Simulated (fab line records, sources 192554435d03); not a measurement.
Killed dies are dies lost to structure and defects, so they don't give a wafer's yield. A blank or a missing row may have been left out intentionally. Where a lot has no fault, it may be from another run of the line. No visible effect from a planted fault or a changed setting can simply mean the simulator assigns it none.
fab line records	flow n5-finfet
record lots=7	wafers=21	last-day=17
route steps=1938 shown BEOL_M13@1688 PASSIVATION@1936
lots untouched by any fault: they come from a run of this same line in which no faults occurred
start-h: hours from the record's opening day to when the first of the lot's shown wafers began	wait-h: how many hours have passed since the lot's step before this one	" the same as in the row above	L1.1+2: a single row standing in for several wafers	- either no value or no given start	* or withheld: withheld	< > ~ a bound
route shown NAME@n: a module of which the file shows steps, and the number in the route of the first	usual: average and standard deviation across the fault-free wafers	same: alike in all rows	chamber/n: place in a boat	sites: the reading at each site	_std_site: how widely they spread, as a standard deviation	_edge_site: the outer-site mean with the inner-site mean subtracted	radius-mm: how far each site lies from the wafer's centre	mask NAME#n: copy n	behind: the last tool/chamber to shape the wafer	hold: the reason the lot was held/the length of the hold in hours/how it ended	device: names the non-switching transistor (n, p or np)	end of line: tests of these same wafers at the route's end	for a step that has no rows: nothing shown but its recipe	killed: dies that structure and defects cost at the first sort, which is not the same as the wafer's yield	map: per-die view of a wafer (x killed, . not killed, _ where there is no die)
set.NAME: the setting the step ran with; set.NAME@STEP: the setting that earlier step ran with	model.NAME: the simulator's own value behind a step, which no gauge read
certain route steps with their lots: each step a table, each wafer a row
services: from which hour (start-h, from the record's first day; less than 0 if before it) a tool's chamber was out of use, for how many hours, and why
## steps
# step N5_BEOL_M13_HARDBAKE_32
# recipe temp-c=130	time-s=120
# step N5_BEOL_M13_CD_MEAS_28
# recipe target-cd-nm=209.5	landing-energy-ev=500	detector=se-inlens
# usual cd-nm=209.1/1.7
lot.wafer	tool	chamber	start-h	wait-h	cd-nm
L882.1	cd-sem-02	0	224.85	-	207.5
L882.2	"	0	"	"	206.2
L882.6	"	0	"	"	207.9
L884.1	cd-sem-03	0	247.35	-	208.4
L884.4	"	0	"	"	210.1
L884.5	"	0	"	"	207.6
L896.2	cd-sem-03	0	321.38	-	206.6
L896.3	"	0	"	"	207.8
L896.6	"	0	"	"	207.3
L900.1	cd-sem-03	0	344.57	-	208.2
L900.3	"	0	"	"	210.3
L900.6	"	0	"	"	210.5
L902.1	cd-sem-02	0	352.11	-	208.2
L902.3	"	0	"	"	207.9
L902.5	"	0	"	"	208.3
L901.1	cd-sem-03	0	352.65	-	209.7
L901.2	"	0	"	"	210.0
L901.4	"	0	"	"	211.8
L904.2	cd-sem-01	0	372.34	-	209.7
L904.3	"	0	"	"	211.0
L904.4	"	0	"	"	212.7
# step N5_BEOL_M13_OVL_MEAS_29
# recipe points-per-wafer=44
# usual M13_OVL=0/5.6
lot.wafer	tool	chamber	start-h	wait-h	M13_OVL[nm]
L882.1	overlay-02	0	224.88	0.0	6
L882.2	"	0	"	"	-1
L882.6	"	0	"	"	12
L884.1	overlay-01	0	247.38	0.0	-14
L884.4	"	0	"	"	-6
L884.5	"	0	"	"	-6
L896.2	overlay-02	0	321.41	0.0	7
L896.3	"	0	"	"	-4
L896.6	"	0	"	"	-1
L900.1	overlay-01	0	344.60	0.0	-2
L900.3	"	0	"	"	0
L900.6	"	0	"	"	5
L902.1	overlay-01	0	352.14	0.0	-5
L902.3	"	0	"	"	3
L902.5	"	0	"	"	0
L901.1	overlay-02	0	352.68	0.0	-1
L901.2	"	0	"	"	5
L901.4	"	0	"	"	-6
L904.2	overlay-02	0	372.37	0.0	11
L904.3	"	0	"	"	3
L904.4	"	0	"	"	10
# step N5_BEOL_M13_INSPECT_30
# recipe mode=adi	inspect-instrument=macro
# usual raw-defect-count=1.9/1.3
lot.wafer	tool	chamber	start-h	wait-h	raw-defect-count
L882.1	defect-inspect-01	-	224.90	0.0	3
L882.2	"	-	"	"	4
L882.6	"	-	"	"	3
L884.1	defect-inspect-02	-	247.41	0.0	1
L884.4	"	-	"	"	5
L884.5	"	-	"	"	1
L896.2	defect-inspect-01	-	321.44	0.0	4
L896.3	"	-	"	"	0
L896.6	"	-	"	"	2
L900.1	defect-inspect-02	-	344.62	0.0	3
L900.3	"	-	"	"	0
L900.6	"	-	"	"	3
L902.1	defect-inspect-02	-	352.16	0.0	1
L902.3	"	-	"	"	1
L902.5	"	-	"	"	0
L901.1	defect-inspect-02	-	352.70	0.0	5
L901.2	"	-	"	"	0
L901.4	"	-	"	"	1
L904.2	defect-inspect-02	-	372.39	0.0	3
L904.3	"	-	"	"	1
L904.4	"	-	"	"	1
# step N5_BEOL_M13_DESCUM_33
# recipe chemistry=O2	time-s=7.9	source-power-w=50	bias-power-w=20	pressure-mtorr=20	rf-frequency-hz=2.712e+07	temp-c=40	o2-flow-sccm=225
# usual drypump-motor-current-A=5.7/0.35	o2-flow-sccm=224.9/0.72	oes-product-au=0.82/0.069	rf-vpp-V=243.7/1.1	showerhead-plenum-p-Torr=2.12/0.043	throttle-valve-pct=20.23/0.28
lot.wafer	tool	chamber	start-h	wait-h	drypump-motor-current-A	o2-flow-sccm	oes-product-au	rf-hours-counter-h	rf-vpp-V	showerhead-plenum-p-Torr	throttle-valve-pct
L882.1	rie-diel-04	2	225.12	0.2	6.0	223.6	0.95	14	243.9	2.14	20.53
L882.2	"	0	"	"	5.4	224.2	0.74	189	243.8	2.14	20.31
L882.6	"	3	"	"	6.1	224.7	0.81	-	243.1	2.12	20.15
L884.1	rie-diel-01	1	247.44	0.0	5.7	224.6	0.84	77	242.9	2.22	20.50
L884.4	"	1	"	"	5.7	224.6	0.83	-	244.4	2.22	20.48
L884.5	"	2	"	"	5.8	225.5	0.86	-	242.5	2.07	20.80
L896.2	rie-diel-05	1	321.47	0.0	5.6	225.3	0.82	84	243.4	2.12	20.29
L896.3	"	2	"	"	5.7	224.6	0.85	63	243.3	2.11	20.08
L896.6	"	1	"	"	5.6	224.1	0.82	-	245.3	2.12	20.30
L900.1	rie-diel-05	0	344.82	0.2	5.0	225.4	0.96	2	243.6	2.15	20.11
L900.3	"	2	"	"	5.7	225.5	0.84	72	244.7	2.11	20.09
L900.6	"	2	"	"	5.7	223.8	0.85	-	243.9	2.11	20.09
L902.1	rie-diel-04	3	352.20	0.0	6.1	225.0	0.76	165	243.0	2.11	20.20
L902.3	"	2	"	"	6.0	225.6	0.87	54	244.3	2.13	20.56
L902.5	"	1	"	"	5.0	225.2	0.71	-	243.9	2.13	20.14
L901.1	rie-diel-04	2	352.79	0.1	6.0	225.0	0.86	55	242.6	2.13	20.57
L901.2	"	0	"	"	5.4	225.5	0.71	227	245.4	2.13	20.37
L901.4	"	1	"	"	4.9	224.7	0.71	222	244.3	2.13	20.14
L904.2	rie-diel-05	3	372.42	0.0	5.8	225.4	0.82	60	243.3	2.11	19.76
L904.3	"	0	"	"	5.0	224.2	0.95	11	244.8	2.15	20.13
L904.4	"	1	"	"	5.6	224.3	0.80	-	241.7	2.11	20.31
# step N5_BEOL_M13_ETCH_67
# recipe chemistry=CF4	target=SiARC	target-depth-a=1430	time-s=238.3	ion-energy-ev=80	pressure-mtorr=40	source-w=545	bias-w=36	Ar_flow_sccm=100	cf4-flow-sccm=100	ends=cleared
# usual drypump-motor-current-A=5.6/0.35	etch-rf-on-time-s=241/8.5	oes-product-au=0.70/0.06	rf-vpp-V=184.4/0.99	showerhead-plenum-p-Torr=2.17/0.044	throttle-valve-pct=15.46/0.2
lot.wafer	tool	chamber	start-h	wait-h	drypump-motor-current-A	etch-rf-on-time-s	oes-product-au	rf-hours-counter-h	rf-vpp-V	showerhead-plenum-p-Torr	throttle-valve-pct
L882.1	rie-diel-04	2	225.15	0.0	6.0	233	0.80	14	184.7	2.17	15.51
L882.2	"	0	"	"	5.4	244	0.62	189	185.6	2.22	15.74
L882.6	"	3	"	"	6.1	231	0.69	-	183.7	2.18	15.38
L884.1	rie-diel-01	1	247.48	0.0	5.7	256	0.68	77	187.0	2.26	15.65
L884.4	"	1	"	"	5.7	254	0.68	-	184.8	2.26	15.64
L884.5	"	2	"	"	5.8	239	0.73	-	183.6	2.10	15.77
L896.2	rie-diel-05	1	321.51	0.0	5.6	241	0.69	84	184.0	2.18	15.53
L896.3	"	2	"	"	5.7	244	0.73	63	185.1	2.16	15.37
L896.6	"	1	"	"	5.6	242	0.69	-	183.5	2.18	15.55
L900.1	rie-diel-05	0	344.85	0.0	5.0	228	0.86	2	184.7	2.19	15.14
L900.3	"	2	"	"	5.7	245	0.71	72	184.9	2.16	15.39
L900.6	"	2	"	"	5.7	246	0.70	-	184.4	2.16	15.39
L902.1	rie-diel-04	3	352.23	0.0	6.1	236	0.65	165	184.0	2.17	15.43
L902.3	"	2	"	"	6.0	233	0.74	54	182.2	2.16	15.61
L902.5	"	1	"	"	4.9	234	0.60	-	184.0	2.17	15.41
L901.1	rie-diel-04	2	352.82	0.0	6.0	233	0.73	55	185.4	2.16	15.60
L901.2	"	0	"	"	5.4	246	0.58	227	184.9	2.20	15.80
L901.4	"	1	"	"	4.9	232	0.61	222	185.0	2.17	15.41
L904.2	rie-diel-05	3	372.46	0.0	5.8	256	0.68	60	181.9	2.20	15.26
L904.3	"	0	"	"	5.0	227	0.83	11	183.6	2.19	15.16
L904.4	"	1	"	"	5.6	244	0.67	-	184.6	2.17	15.57
# step N5_BEOL_M13_ETCH_68
# recipe chemistry=N2/H2	target=SOC	mask-material=SiARC	source-w=3000	bias-w=350	temp-c=40	time-s=355	ion-energy-ev=200	pressure-mtorr=30	n2-flow-sccm=200	h2-flow-sccm=200
# usual drypump-motor-current-A=5.7/0.35	oes-product-au=0.82/0.071	rf-vpp-V=524.7/1.7	showerhead-plenum-p-Torr=2.57/0.059	throttle-valve-pct=17.54/0.28
lot.wafer	tool	chamber	start-h	wait-h	drypump-motor-current-A	oes-product-au	rf-hours-counter-h	rf-vpp-V	showerhead-plenum-p-Torr	throttle-valve-pct
L882.1	rie-diel-04	2	225.30	0.1	6.0	0.94	14	526.8	2.58	17.66
L882.2	"	0	"	"	5.4	0.73	189	525.9	2.62	17.69
L882.6	"	3	"	"	6.1	0.81	-	523.5	2.53	17.12
L884.1	rie-diel-01	1	247.62	0.1	5.7	0.84	77	527.7	2.69	17.88
L884.4	"	1	"	"	5.7	0.84	-	527.3	2.69	17.86
L884.5	"	2	"	"	5.8	0.85	-	522.4	2.47	17.82
L896.2	rie-diel-05	1	321.65	0.1	5.6	0.82	84	524.3	2.57	17.69
L896.3	"	2	"	"	5.7	0.86	63	524.4	2.56	17.48
L896.6	"	1	"	"	5.6	0.82	-	523.6	2.57	17.68
L900.1	rie-diel-05	0	345.00	0.1	5.0	0.99	3	525.6	2.61	17.37
L900.3	"	2	"	"	5.7	0.84	72	522.9	2.56	17.48
L900.6	"	2	"	"	5.7	0.84	-	525.6	2.56	17.46
L902.1	rie-diel-04	3	352.38	0.1	6.1	0.76	165	524.5	2.51	17.19
L902.3	"	2	"	"	6.0	0.86	54	524.4	2.57	17.73
L902.5	"	1	"	"	5.0	0.71	-	526.5	2.64	17.76
L901.1	rie-diel-04	2	352.97	0.1	6.0	0.87	55	524.4	2.57	17.73
L901.2	"	0	"	"	5.4	0.71	227	524.3	2.61	17.75
L901.4	"	1	"	"	5.0	0.70	222	525.1	2.64	17.75
L904.2	rie-diel-05	3	372.61	0.1	5.8	0.82	60	525.3	2.56	17.04
L904.3	"	0	"	"	5.0	0.96	11	527.2	2.60	17.40
L904.4	"	1	"	"	5.6	0.81	-	523.7	2.56	17.72
# step N5_BEOL_M13_STRIP_69
# recipe chemistry=N2/H2	temp-c=40	n2-flow-sccm=200	h2-flow-sccm=200	rf-frequency-hz=6e+07
# step N5_BEOL_M13_TRENCH_ETCH_34
# recipe chemistry=C4F8/O2/Ar	target=SiOC	target-depth-a=4134.7	mask-material=SOC	pressure-mtorr=30	source-w=3000	bias-w=700	Ar_flow_sccm=400	C4F8_flow_sccm=15	O2_flow_sccm=8	he-inner-torr=15	he-outer-torr=30	time-s=162.6	ion-energy-ev=250
# usual drypump-motor-current-A=5.7/0.35	he-outer-torr=29.99/0.058	oes-product-au=0.82/0.071	rf-vpp-V=666.6/2.1	showerhead-plenum-p-Torr=3.46/0.064	throttle-valve-pct=24.05/0.2
lot.wafer	tool	chamber	start-h	wait-h	drypump-motor-current-A	he-outer-torr	oes-product-au	rf-hours-counter-h	rf-vpp-V	showerhead-plenum-p-Torr	throttle-valve-pct
L882.1	rie-diel-04	2	225.52	0.0	6.0	29.96	0.94	14	668.4	3.47	24.21
L882.2	"	0	"	"	5.4	30.04	0.74	189	668.4	3.53	24.20
L882.6	"	3	"	"	6.1	29.98	0.81	-	666.6	3.47	23.94
L884.1	rie-diel-01	1	247.84	0.0	5.7	29.97	0.84	78	669.7	3.57	24.13
L884.4	"	1	"	"	5.7	29.97	0.84	-	669.8	3.57	24.14
L884.5	"	2	"	"	5.8	30.03	0.85	-	663.1	3.36	24.49
L896.2	rie-diel-05	1	321.87	0.0	5.6	30.01	0.82	84	668.0	3.48	24.24
L896.3	"	2	"	"	5.7	29.92	0.86	63	667.5	3.44	23.86
L896.6	"	1	"	"	5.6	29.97	0.82	-	665.2	3.48	24.23
L900.1	rie-diel-05	0	345.22	0.0	5.0	29.91	0.98	3	666.9	3.52	23.93
L900.3	"	2	"	"	5.6	30.01	0.84	73	665.8	3.43	23.87
L900.6	"	2	"	"	5.7	29.94	0.84	-	667.0	3.43	23.87
L902.1	rie-diel-04	3	352.60	0.0	6.1	30.03	0.76	165	665.0	3.45	23.95
L902.3	"	2	"	"	6.0	30.07	0.86	54	666.3	3.45	24.25
L902.5	"	1	"	"	5.0	29.97	0.70	-	668.0	3.46	23.76
L901.1	rie-diel-04	2	353.19	0.0	6.0	30.02	0.86	55	666.9	3.45	24.24
L901.2	"	0	"	"	5.4	30.01	0.70	228	667.5	3.51	24.23
L901.4	"	1	"	"	4.9	30.03	0.69	222	667.4	3.46	23.76
L904.2	rie-diel-05	3	372.83	0.0	5.8	30.04	0.82	60	667.6	3.51	23.87
L904.3	"	0	"	"	5.0	29.93	0.96	11	668.0	3.51	23.94
L904.4	"	1	"	"	5.6	29.89	0.80	-	665.9	3.47	24.26
# step N5_BEOL_M13_STRIP_70
# recipe chemistry=C4F8/O2/Ar	resist=SiARC	rf-frequency-hz=6e+07
# step N5_BEOL_M13_OCD_MEAS_35
# usual trench-depth-nm=414/6.3
lot.wafer	tool	chamber	start-h	wait-h	trench-depth-nm
L882.1	ocd-02	-	225.69	0.0	424
L882.2	"	-	"	"	422
L882.6	"	-	"	"	428
L884.1	ocd-01	-	248.02	0.0	419
L884.4	"	-	"	"	419
L884.5	"	-	"	"	413
L896.2	ocd-02	-	322.05	0.0	415
L896.3	"	-	"	"	412
L896.6	"	-	"	"	418
L900.1	ocd-01	-	345.40	0.0	420
L900.3	"	-	"	"	417
L900.6	"	-	"	"	413
L902.1	ocd-02	-	352.78	0.0	411
L902.3	"	-	"	"	418
L902.5	"	-	"	"	413
L901.1	ocd-01	-	353.36	0.0	418
L901.2	"	-	"	"	412
L901.4	"	-	"	"	412
L904.2	ocd-02	-	373.00	0.0	407
L904.3	"	-	"	"	424
L904.4	"	-	"	"	414
# step N5_BEOL_M13_STRIP_37
# recipe chemistry=N2/H2	power-w=1000	temp-c=250	h2-frac=0.65	overash-fraction=0.3	pressure-mtorr=withheld	n2-flow-sccm=1750	h2-flow-sccm=3250
# usual drypump-motor-current-A=5.4/0.65	heater-power-w=307/8	oes-product-au=0.782/0.012
lot.wafer	tool	chamber	start-h	wait-h	drypump-motor-current-A	heater-power-w	oes-product-au	rf-hours-counter-h
L882.1	plasma-asher-02	0	225.73	0.0	4.8	303	0.762	115
L882.2	"	1	"	"	6.2	305	0.771	115
L882.6	"	1	"	"	6.2	304	0.787	-
L884.1	plasma-asher-02	1	248.06	0.0	6.2	315	0.796	119
L884.4	"	1	"	"	6.2	308	0.807	-
L884.5	"	0	"	"	4.8	298	0.801	-
L896.2	plasma-asher-01	0	322.09	0.0	5.9	309	0.785	92
L896.3	"	1	"	"	4.7	316	0.780	-
L896.6	"	1	"	"	4.7	318	0.763	-
L900.1	plasma-asher-02	1	345.44	0.0	6.2	307	0.781	135
L900.3	"	1	"	"	6.2	310	0.770	-
L900.6	"	1	"	"	6.2	311	0.782	-
L902.1	plasma-asher-02	0	352.81	0.0	4.8	302	0.809	136
L902.3	"	1	"	"	6.2	303	0.779	-
L902.5	"	1	"	"	6.2	299	0.786	-
L901.1	plasma-asher-02	0	353.40	0.0	4.9	294	0.794	136
L901.2	"	1	"	"	6.2	306	0.781	136
L901.4	"	0	"	"	4.8	302	0.769	-
L904.2	plasma-asher-01	0	373.09	0.1	5.9	306	0.781	104
L904.3	"	1	"	"	4.7	320	0.786	-
L904.4	"	0	"	"	5.9	312	0.789	-
# step N5_BEOL_M13_ETCH_38
# recipe chemistry=CF4/N2	target=SiCN	target-depth-a=675	taper-deg=2	time-s=71.9	ion-energy-ev=150	mask-material=SiO2	pressure-mtorr=40	source-w=430	bias-w=70	Ar_flow_sccm=100	cf4-flow-sccm=60	n2-flow-sccm=60
# usual drypump-motor-current-A=5.7/0.35	oes-product-au=0.83/0.072	rf-vpp-V=382.8/1.5	showerhead-plenum-p-Torr=2.23/0.049	throttle-valve-pct=15.26/0.2
lot.wafer	tool	chamber	start-h	wait-h	drypump-motor-current-A	oes-product-au	rf-hours-counter-h	rf-vpp-V	showerhead-plenum-p-Torr	throttle-valve-pct	model.etch.depth-nm
L882.1	rie-diel-04	1	227.97	-	4.9	0.75	183	384.6	2.26	15.23	59.36
L882.2	"	2	"	"	6.0	0.94	15	383.4	2.23	15.36	59.19
L882.6	"	3	"	"	6.1	0.81	-	384.4	2.23	15.13	60.37
L884.1	rie-diel-01	2	248.14	-	5.8	0.86	55	380.7	2.17	15.58	58.15
L884.4	"	1	"	"	5.7	0.80	-	383.5	2.32	15.44	54.52
L884.5	"	3	"	"	6.2	0.90	-	381.8	2.17	15.03	57.43
L896.2	rie-diel-05	1	325.70	-	5.6	0.80	86	382.8	2.24	15.34	56.03
L896.3	"	2	"	"	5.7	0.84	64	382.8	2.23	15.18	56.01
L896.6	"	3	"	"	5.8	0.81	-	383.1	2.27	14.99	53.32
L900.1	rie-diel-05	1	346.24	-	5.6	0.63	94	385.0	2.23	15.35	36.55
L900.3	"	3	"	"	5.8	0.81	52	383.7	2.26	15.00	53.61
L900.6	"	3	"	"	5.8	0.63	-	383.4	2.26	14.98	35.05
L902.1	rie-diel-05	3	353.05	-	5.8	0.64	53	384.0	2.26	15.00	35.38
L902.3	"	2	"	"	5.7	0.83	74	382.4	2.22	15.21	56.49
L902.5	"	0	"	"	5.0	0.78	-	383.2	2.26	14.98	39.94
L901.1	rie-diel-05	2	353.85	-	5.7	0.64	75	382.9	2.22	15.20	36.53
L901.2	"	0	"	"	5.0	1.00	5	383.6	2.26	15.00	60.32
L901.4	"	2	"	"	5.7	0.82	-	383.9	2.22	15.21	55.59
L904.2	rie-diel-01	1	376.25	-	5.7	0.76	122	384.9	2.31	15.50	54.67
L904.3	"	2	"	"	5.8	0.80	94	380.7	2.15	15.67	58.13
L904.4	"	0	"	"	5.6	0.85	43	381.8	2.16	15.25	56.68
# step N5_BEOL_M13_PRECLEAN_39
# recipe chemistry=residue-remover	time-s=60	temp-c=40
# step N5_PASSIVATION_PROBE_49
# usual defect-limited-yield=91.4/1.4	killed_at_M0_to_M3=34/8.9	killed_at_M4_up=13/4.6	killed-at-contacts=12/5.5	killed-at-front-end=41/11	killed-at-other=3.1/2.9	killed-dies=102/16	killed-open=66/11	killed-short=34/7.6	sort_bin_4_leakage=0.01/0.14	sort_bin_5_function=5.1/0.89	sort_bin_6_memory=3.2/0.61	sort_bin_8_speed=0.02/0.12	sort-n-pass=1078/16
# same gross-dies=1180	killed-at-back-side=0
lot.wafer	tool	chamber	start-h	wait-h	defect-limited-yield[%]	killed_at_M0_to_M3	killed_at_M4_up	killed-at-contacts	killed-at-front-end	killed-at-other	killed-dies	killed-open	killed-short	sort_bin_4_leakage[%]	sort_bin_5_function[%]	sort_bin_6_memory[%]	sort_bin_8_speed[%]	sort-n-pass
L882.1	prober-02	-	264.46	0.0	90.4	35	8	20	45	5	113	74	39	0	5.3	3.9	0.08	1066
L882.2	prober-02	-	264.51	0.1	91.7	29	13	8	45	3	98	53	45	0	4.5	3.5	0	1082
L882.6	prober-02	-	264.71	0.3	90.7	42	5	22	37	4	110	68	41	0	4.4	4.2	0	1070
L884.1	prober-01	-	277.52	0.0	89.6	52	19	9	43	0	123	72	49	0.25	6.1	4.2	0	1054
L884.4	prober-01	-	277.67	0.2	92.5	33	19	5	26	6	89	58	30	0	5.0	2.4	0	1091
L884.5	prober-01	-	277.72	0.2	93.0	38	8	10	26	1	83	61	21	0	3.7	2.9	0	1097
L896.2	prober-01	-	354.34	0.1	91.4	29	9	17	45	2	102	62	34	0	4.8	3.0	0	1078
L896.3	prober-01	-	354.39	0.1	92.8	15	6	12	45	7	85	55	29	0	4.7	2.1	0	1095
L896.6	prober-01	-	354.54	0.3	92.6	31	1	14	39	2	87	64	23	0	4.4	2.9	0	1093
L900.1	prober-02	-	374.30	0.0	90.8	47	9	12	40	1	109	74	34	0	5.8	3.1	0	1071
L900.3	prober-02	-	374.40	0.1	94.4	26	6	5	28	1	66	43	22	0	3.6	1.8	0	1114
L900.6	prober-02	-	374.55	0.3	93.2	26	8	8	37	1	80	52	24	0	4.1	2.1	0	1100
L902.1	prober-01	-	380.91	0.0	94.2	19	11	7	30	1	68	49	19	0	3.7	1.9	0	1112
L902.3	prober-01	-	381.01	0.1	90.3	26	13	15	59	1	114	74	35	0	5.3	3.4	0	1066
L902.5	prober-01	-	381.11	0.2	92.2	21	10	10	46	5	92	59	31	0	4.2	3.0	0	1088
L901.1	prober-02	-	384.72	0.0	90.2	39	21	16	38	2	116	80	36	0	5.0	4.3	0	1064
L901.2	prober-02	-	384.77	0.1	90.8	30	23	8	39	9	109	72	34	0	5.3	3.4	0	1071
L901.4	prober-02	-	384.87	0.2	90.2	58	11	11	32	4	116	77	39	0	5.9	3.6	0	1064
# killed by level:class
L882.1 MOL_CONTACT_COAG:geometric-particle:open=16 BEOL_M3:geometric-particle:open=11 STI_FIN_REVEAL:geometric-particle:open=9 ILD0:geometric-particle:short=9 BEOL_M0_SAQP:geometric-particle:open=8 GATE_CUT:geometric-particle:short=6 ILD0:geometric-particle:open=6 BEOL_M0_SAQP:geometric-particle:short=6
L882.2 FIN_SAQP:geometric-particle:short=10 BEOL_M0_SAQP:geometric-particle:open=9 GATE_CUT:geometric-particle:short=7 MOL_CONTACT_COAG:geometric-particle:open=7 FIN_SAQP:geometric-particle:open=6 BEOL_M0_SAQP:geometric-particle:short=6 BEOL_M2:geometric-particle:short=5 BEOL_M2:geometric-particle:open=5
L882.6 MOL_CONTACT_COAG:geometric-particle:open=16 FIN_SAQP:geometric-particle:short=15 BEOL_M1:geometric-particle:open=10 BEOL_M2:geometric-particle:open=10 BEOL_M3:geometric-particle:open=9 MOL_CONTACT_COAG:geometric-particle:short=6 BEOL_M0_SAQP:geometric-particle:open=5 FIN_SAQP:geometric-particle:open=4
L884.1 BEOL_M0_SAQP:geometric-particle:open=12 BEOL_M3:geometric-particle:open=12 FIN_SAQP:geometric-particle:short=10 MOL_CONTACT_COAG:geometric-particle:open=9 BEOL_M0_SAQP:geometric-particle:short=9 FIN_SAQP:geometric-particle:open=7 GATE_CUT:geometric-particle:short=7 BEOL_M4:geometric-particle:open=6
L884.4 BEOL_M2:geometric-particle:open=11 BEOL_M4:geometric-particle:open=8 BEOL_M3:geometric-particle:open=6 GATE_CUT:geometric-particle:open=5 GATE_CUT:geometric-particle:short=5 BEOL_M0_SAQP:geometric-particle:short=5 FIN_SAQP:geometric-particle:open=4 FIN_SAQP:geometric-particle:short=4
L884.5 BEOL_M3:geometric-particle:open=19 FIN_SAQP:geometric-particle:open=10 MOL_CONTACT_COAG:geometric-particle:open=9 FIN_SAQP:geometric-particle:short=6 BEOL_M1:geometric-particle:open=5 BEOL_M0_SAQP:geometric-particle:open=3 BEOL_M2:geometric-particle:open=3 BEOL_M5:geometric-particle:open=3
L896.2 MOL_CONTACT_COAG:geometric-particle:open=13 FIN_SAQP:geometric-particle:short=12 BEOL_M2:geometric-particle:open=7 STI_FIN_REVEAL:geometric-particle:open=6 BEOL_M0:geometric-particle:open=6 BEOL_M3:geometric-particle:open=6 HKMG_FIN:area-etch=6 FIN_SAQP:geometric-particle:open=5
L896.3 FIN_SAQP:geometric-particle:open=17 STI_FIN_REVEAL:geometric-particle:open=9 MOL_CONTACT_COAG:geometric-particle:open=9 FIN_SAQP:geometric-particle:short=7 BEOL_M0_SAQP:geometric-particle:short=4 BEOL_M3:geometric-particle:open=4 MOL_CONTACT_COAG:geometric-particle:short=3 BEOL_M2:geometric-particle:open=3
L896.6 STI_FIN_REVEAL:geometric-particle:open=13 BEOL_M3:geometric-particle:open=13 MOL_CONTACT_COAG:geometric-particle:open=12 FIN_SAQP:geometric-particle:open=7 FIN_SAQP:geometric-particle:short=6 BEOL_M0_SAQP:geometric-particle:short=4 BEOL_M0_SAQP:geometric-particle:open=4 BEOL_M1:geometric-particle:open=3
L900.1 FIN_SAQP:geometric-particle:open=13 BEOL_M1:geometric-particle:open=12 MOL_CONTACT_COAG:geometric-particle:open=11 BEOL_M3:geometric-particle:open=10 FIN_SAQP:geometric-particle:short=7 BEOL_M0_SAQP:geometric-particle:short=6 BEOL_M2:geometric-particle:open=6 STI_FIN_REVEAL:geometric-particle:open=5
L900.3 BEOL_M1:geometric-particle:open=9 FIN_SAQP:geometric-particle:open=7 FIN_SAQP:geometric-particle:short=5 BEOL_M3:geometric-particle:open=5 STARTING-WAFER:geometric-particle:short=5 MOL_CONTACT_COAG:geometric-particle:open=4 BEOL_M1:geometric-particle:short=4 BEOL_M4:geometric-particle:open=3
L900.6 FIN_SAQP:geometric-particle:short=6 DUMMY_GATE:geometric-particle:open=6 GATE_CUT:geometric-particle:open=6 BEOL_M0_SAQP:geometric-particle:open=6 BEOL_M3:geometric-particle:open=6 GATE_CUT:geometric-particle:short=5 MOL_CONTACT_COAG:geometric-particle:open=5 BEOL_M2:geometric-particle:open=5
L902.1 DUMMY_GATE:geometric-particle:open=8 MOL_CONTACT_COAG:geometric-particle:open=7 GATE_CUT:geometric-particle:short=7 BEOL_M0_SAQP:geometric-particle:open=5 BEOL_M2:geometric-particle:open=5 GATE_CUT:geometric-particle:open=4 STI_FIN_REVEAL:geometric-particle:open=3 BEOL_M3:geometric-particle:open=3
L902.3 STI_FIN_REVEAL:geometric-particle:open=23 MOL_CONTACT_COAG:geometric-particle:open=10 DUMMY_GATE:geometric-particle:open=8 BEOL_M0_SAQP:geometric-particle:short=7 STI_FIN_REVEAL:geometric-particle:short=6 MOL_CONTACT_COAG:geometric-particle:short=5 BEOL_M0_SAQP:geometric-particle:open=5 HKMG_FIN:area-etch=5
L902.5 STI_FIN_REVEAL:geometric-particle:open=15 STI_FIN_REVEAL:geometric-particle:short=11 MOL_CONTACT_COAG:geometric-particle:open=8 BEOL_M0_SAQP:geometric-particle:open=8 BEOL_M0_SAQP:geometric-particle:short=5 DUMMY_GATE:geometric-particle:open=5 PASS1_DEP:geometric-particle:open=4 STARTING-WAFER:geometric-particle:open=4
L901.1 MOL_CONTACT_COAG:geometric-particle:open=11 BEOL_M3:geometric-particle:open=9 BEOL_M4:geometric-particle:open=9 BEOL_M0_SAQP:geometric-particle:short=7 BEOL_M1:geometric-particle:open=7 BEOL_M2:geometric-particle:open=7 FIN_SAQP:geometric-particle:short=6 STI_FIN_REVEAL:geometric-particle:open=6
L901.2 FIN_SAQP:geometric-particle:open=12 BEOL_M3:geometric-particle:open=8 BEOL_M4:geometric-particle:open=8 BEOL_M0_SAQP:geometric-particle:open=7 BEOL_M2:geometric-particle:open=7 MOL_CONTACT_COAG:geometric-particle:open=6 GATE_CUT:geometric-particle:short=5 DUMMY_GATE:geometric-particle:open=4
L901.4 BEOL_M0_SAQP:geometric-particle:short=13 BEOL_M1:geometric-particle:open=12 MOL_CONTACT_COAG:geometric-particle:open=10 BEOL_M3:geometric-particle:open=10 FIN_SAQP:geometric-particle:open=9 BEOL_M0_SAQP:geometric-particle:open=9 FIN_SAQP:geometric-particle:short=7 BEOL_M2:geometric-particle:open=7
## services
tool	chamber	start-h	hours	kind
rie-diel-04	3	204.29	12.3	repair
rie-diel-01	-	205.20	14.6	pm
rie-diel-01	0	229.39	-	clean
rie-diel-01	0	229.39	-	consumable-replace:focus-ring
rie-diel-01	0	229.39	20.3	scheduled-down
rie-diel-01	0	229.39	20.3	vent-cycle
rie-diel-05	0	231.27	1.3	repair
rie-diel-01	2	241.99	4.6	repair
rie-diel-05	-	266.35	15.6	pm
plasma-asher-02	-	267.50	2.8	pm
rie-diel-01	2	279.08	5.3	repair
plasma-asher-02	-	283.12	9.5	repair
rie-diel-05	0	301.90	5.6	repair
rie-diel-05	0	319.78	-	clean
rie-diel-05	0	319.78	-	consumable-replace:focus-ring
rie-diel-05	0	319.78	18.1	scheduled-down
rie-diel-05	0	319.78	18.1	vent-cycle
plasma-asher-01	-	337.33	0.8	repair
rie-diel-01	3	339.32	3.9	repair
plasma-asher-01	-	343.98	1.4	repair
rie-diel-05	1	352.70	1.2	repair
rie-diel-01	2	358.50	3.5	repair
rie-diel-04	2	368.45	6.1	repair
rie-diel-05	2	370.24	2.6	repair
## key
first-sign step=N5_BEOL_M13_ETCH_38	reading=oes-product-au	direction=down	sigmas=2.3	usual=0.83	struck=0.66
effect none on later readings
model-effect step=N5_BEOL_M13_ETCH_38	value=etch.depth-nm	without=55.79	struck=36.69
met-at N5_BEOL_M13_ETCH_38
struck-wafers L900.1,L900.6,L901.1,L902.1,L902.5
onset-between 325.70 346.24
fault kind=process-parameter-drift	tool=rie-diel-05	chamber=-	onset-h=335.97	steps=N5_BEOL_M13_ETCH_38	channel=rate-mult	offset=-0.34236	shape=step	end-h=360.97	scope=struck-wafers-only
